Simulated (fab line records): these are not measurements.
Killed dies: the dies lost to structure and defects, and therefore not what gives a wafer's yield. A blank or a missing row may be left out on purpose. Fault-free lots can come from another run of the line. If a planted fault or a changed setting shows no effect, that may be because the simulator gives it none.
A lot that was struck, set against a sound lot | flow n5Finfet | 44 steps out of a route of 1938
Sound: wafers L375.3, L375.5, L375.6. Struck: wafer L384.1; the same lot's L384.5 was not struck, so it is left out; see the end for the cause.
Per side, at each step with rows, come the tool, then ch with its chambers, and then its first start. Under that, the readings that differ: sound wafers | struck wafers | difference of the means | sigmas: that difference in standard deviations of wafers without a fault.
alike: same words and numbers on both sides, and readings whose means sit less than 2 such deviations apart. not compared: any withheld reading, any reading some wafer has no value for, any bound like >300 that may hide the same value, and any number with overlapping values for which the record gives no deviation.
The two part at a step that has a row with sigmas, a row that says differs or no value, or rows on one side only. Numbers that have no deviation but don't overlap get no sigmas and don't part them. Lack of a reading on every wafer of one side parts them only where that side has two or more wafers.

first, 8 steps without rows for these wafers: N5_BEOL_M2_SPUTTER_92 (material Cu, target thk 4.5 nm, time 8.29 s); N5_BEOL_M2_ANNEAL_93 (time 240 s); N5_BEOL_M2_SPUTTER_94 (material Cu, target thk 4.5 nm, time 8.29 s); N5_BEOL_M2_ANNEAL_95 (time 240 s); N5_BEOL_M2_SPUTTER_96 (material Cu, target thk 4.5 nm, time 8.29 s); N5_BEOL_M2_ECD_50 (material Cu, target thk 300 nm); N5_BEOL_M2_ANNEAL_51 (time 90 s); N5_BEOL_M2_CMP_52 (polishes, stops on SiOC, t overpolish 6.8 s, target thk 40 nm).
N5_BEOL_M2_THK_MEAS_53: measures by xrf.
  sound: filmMetro-02 at day 7 19:45; struck: filmMetro-02 at day 9 23:16
  alike: M2_THK
N5_BEOL_M2_PRE_CLEAN_60: time 15 s.
  sound on cvdCo-01 ch 1,2, day 7 19:49; struck on cvdCo-01 ch 2, day 9 23:18
  alike: heaterPowerW
then, 2 steps without rows for these wafers: N5_BEOL_M2_CO_CAP_55 (material Co, precursor CCTBA/H2, target thk 2 nm, time 102.1 s); N5_BEOL_M2_PRE_CLEAN_56 (time 15 s).
N5_BEOL_M2_DEP_57: deposits SiCN from 3MS/NH3, target thk 8 nm, time 14 s.
  sound on pecvd-04 ch 0,1,2, day 7 20:00; struck on pecvd-03 ch 1, day 9 23:28
reading                                 | sound   | struck | difference | sigmas
model.SiCN_of_BEOL_M2_DEP_57.thkNm (nm) | 7.8 8 8 | 12.8   | +4.9       | 
  alike: showerheadPlenumPTorr, throttleValvePct
N5_BEOL_M2_RS_MEAS_58: uses a four-point probe to measure.
  sound: filmMetro-01 at day 7 20:04; struck: filmMetro-02 at day 9 23:34
  alike: M2_RS
N5_BEOL_M2_INSPECT_59: inspects for defects (darkfield).
  sound: defectInspect-02 at day 7 20:05; struck: defectInspect-02 at day 9 23:35
  alike: rawDefectCount
then, 1 step without rows for these wafers: N5_BEOL_M3_ILD_DEP_00 (deposits SiOC from DEMS/O2, target thk 79 nm, time 15.3 s).
N5_BEOL_M3_THK_MEAS_01:
  sound: filmMetro-02 at day 7 20:12; struck: filmMetro-02 at day 9 23:41
  alike: M3_ILD_THK
then, 1 step without rows for these wafers: N5_BEOL_M3_PECVD_72 (deposits SiO2 from TEOS/O2, target thk 16 nm, time 18 s).
N5_BEOL_M3_HM_DEP_02: deposits TiN, target thk 20 nm.
  sound: pvdSputter-02 at day 7 21:42; struck: pvdSputter-02 at day 9 23:48
  alike: throttleValvePct
then, 9 steps without rows for these wafers: N5_BEOL_M3_COAT_61 (time 60 s, resist thk 60 nm); N5_BEOL_M3_COAT_62 (time 60 s, resist thk 12 nm); N5_BEOL_M3_COAT_73 (time 60 s, resist thk 5 nm); N5_BEOL_M3_COAT_05 (resist thk 30 nm); N5_BEOL_M3_EBR_07; N5_BEOL_M3_SOFTBAKE_06 (time 60 s); N5_BEOL_M3_EXPOSE_08 (exposes mask M3); N5_BEOL_M3_PEB_09 (peb time 60 s); N5_BEOL_M3_DEVELOP_10 (develop time 30 s).
N5_BEOL_M3_CD_MEAS_11 targets a cd of 17.05 nm.
  sound on cdSem-02 ch 0, day 7 22:05; struck on cdSem-02 ch 0, day 10 00:11
  alike: cdNm
N5_BEOL_M3_OVL_MEAS_12:
  sound on overlay-02 ch 0, day 7 22:08; struck on overlay-02 ch 0, day 10 00:13
  alike: M3_OVL
N5_BEOL_M3_INSPECT_13: inspects for defects (brightfield).
  sound: defectInspect-01 at day 7 22:11; struck: defectInspect-01 at day 10 00:17
reading        | sound       | struck | difference | sigmas
rawDefectCount | 519 486 566 | 292    | -232       | -2
then, 2 steps without rows for these wafers: N5_BEOL_M3_DESCUM_16 (chemistry O2, time 7 s); N5_BEOL_M3_ETCH_74 (etches underlayer in N2/H2, target depth 6.5 nm, time 5.2 s).
N5_BEOL_M3_ETCH_63: etches SiARC in CF4, target depth 15.6 nm, time 26 s.
  sound on rieDiel-06 ch 0,1,3, day 7 22:16; struck on rieDiel-02 ch 3, day 10 00:22
  alike: drypumpMotorCurrentA, etchRfOnTimeS, mfcArSccm, oesProductAu, rfVppV, showerheadPlenumPTorr, throttleValvePct
  not compared: rfHoursCounterH
N5_BEOL_M3_ETCH_64: etches SOC in N2/H2, target depth 75 nm, overetch 15 nm, time 112.5 s.
  sound on rieDiel-06 ch 0,1,3, day 7 22:17; struck on rieDiel-02 ch 3, day 10 00:23
  alike: drypumpMotorCurrentA, oesProductAu, rfVppV, showerheadPlenumPTorr, throttleValvePct
  not compared: rfHoursCounterH
then, 4 steps without rows for these wafers: N5_BEOL_M3_STRIP_65 (strips in N2/H2); N5_BEOL_M3_STRIP_75 (strips in N2/H2); N5_BEOL_M3_STRIP_66 (strips in CF4); N5_BEOL_M3_HM_OPEN_17 (chemistry Cl2/BCl3, target TiN, target depth 20 nm, overetch 6 nm).
N5_BEOL_M3_STRIP_19: strips in O2.
  sound on rieDiel-03 ch 0,1,2, day 7 22:34; struck on rieDiel-03 ch 0, day 10 00:40
  alike: drypumpMotorCurrentA, oesProductAu, rfVppV, showerheadPlenumPTorr, throttleValvePct
  not compared: rfHoursCounterH
N5_BEOL_M3_CD_MEAS_18: pitch 36 nm, target cd 18 nm.
  sound: cdSem-03 at day 7 22:39; struck: cdSem-03 at day 10 00:44
  alike: cdNm
then, 1 step without rows for these wafers: N5_BEOL_M3_COAT_67 (time 60 s, resist thk 60 nm).
N5_BEOL_M3_CMP_52: polishes, stops on SiOC, t overpolish 6.8 s, target thk 40 nm.
  sound on cmp-04 ch 2,3, day 8 12:52; struck on cmp-01 ch 0, day 10 12:10
reading                               | sound        | struck | difference | sigmas
motorCurrentA (A)                     | 6.2 6.1 6.7  | 4.8    | -1.5       | -2
model.Cu_of_BEOL_M3_ECD_50.thkNm (nm) | 39.6 40.2 39 | 42.2   | +2.6       | 
  alike: barrierFieldEndpointS, overpolishRunS, timeToEndpointS
N5_BEOL_M4_RC_MEAS_101:
  sound on prober-02 ch 0, day 9 04:32; struck on prober-01 ch 0, day 11 14:42
  alike: DIBL_N, DIBL_P, IOFF_N, IOFF_P, ION_N, ION_P, SS_N, SS_P, VT_N, VT_P

WHERE THEY PART
Earliest at N5_BEOL_M3_INSPECT_13; latest, in this record, at N5_BEOL_M3_CMP_52. Later steps at which nothing parts them and some readings are alike: N5_BEOL_M4_RC_MEAS_101.

WHY: whatever the simulator had introduced
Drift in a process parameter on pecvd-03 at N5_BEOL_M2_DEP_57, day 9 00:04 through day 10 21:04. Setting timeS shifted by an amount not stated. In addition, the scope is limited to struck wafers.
